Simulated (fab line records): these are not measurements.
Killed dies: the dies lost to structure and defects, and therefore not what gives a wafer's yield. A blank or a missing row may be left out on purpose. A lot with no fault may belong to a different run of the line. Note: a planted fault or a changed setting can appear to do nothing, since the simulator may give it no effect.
A single fault, viewed from 2 desks -- flow n5Finfet -- only its own numbers are on each desk; what lay behind them is given at the end

## THE METROLOGY DESK
What the gauges read, lot by lot, whatever tool the lot ran on: means of the sampled wafers that have a number. The brackets show how far a lot's mean lies from the usual mean; more than 4 standard deviations puts the lot out of limits, marked OUT.
Columns: A = M10_RS at N5_BEOL_M10_RS_MEAS_57, usual 0.1517 ohm/sq
lot,first seen here,A
L606,day 11 20:14,0.1515
L604,day 11 23:40,0.1530
L605,day 11 23:58,0.1517
L609,day 13 04:39,0.1498
L610,day 13 07:23,0.1502
L613,day 13 20:32,0.1518
L618,day 15 05:32,0.1511
L617,day 15 06:01,0.1472
L620,day 15 12:59,0.1510
L619,day 15 16:01,0.1545
Finding of this desk: none of the 10 lots has anything out of limits.

## DESK OF THE TOOL OWNER: pecvd-03
The tool's own readings at N5_BEOL_M10_PECVD_70 (deposits SiO2 from TEOS/O2, target thk 20 nm, time 22.7 s): means of the sampled wafers that have a number, for each lot that ran on this tool. The brackets show how far a lot's mean lies from the usual mean; more than 4 standard deviations puts the lot out of limits, marked OUT.
Columns: A = heaterPowerW at N5_BEOL_M10_PECVD_70, usual 657 W; B = showerheadPlenumPTorr at N5_BEOL_M10_PECVD_70, usual 8.78 Torr; C = showerheadVppV at N5_BEOL_M10_PECVD_70, usual 1305 V; D = throttleValvePct at N5_BEOL_M10_PECVD_70, usual 22.7 %
lot,first seen here,A,B,C,D
L606,day 11 12:55,648,8.80,1324,22.4
L605,day 11 17:56,646,8.77,1306,22.3
L609,day 12 20:50,642,8.77,1280,20.8
L610,day 13 01:07,696,8.82,1354,21.8
L613,day 13 14:25,712,8.79,1349,23.1
Finding of this desk: none of the 5 lots has anything out of limits.

## ALL TOGETHER
At the metrology desk, nothing out of limits was observed.
The tool owner's desk saw nothing out of limits.

## WHAT HAD BEEN PUT IN BY THE SIMULATOR
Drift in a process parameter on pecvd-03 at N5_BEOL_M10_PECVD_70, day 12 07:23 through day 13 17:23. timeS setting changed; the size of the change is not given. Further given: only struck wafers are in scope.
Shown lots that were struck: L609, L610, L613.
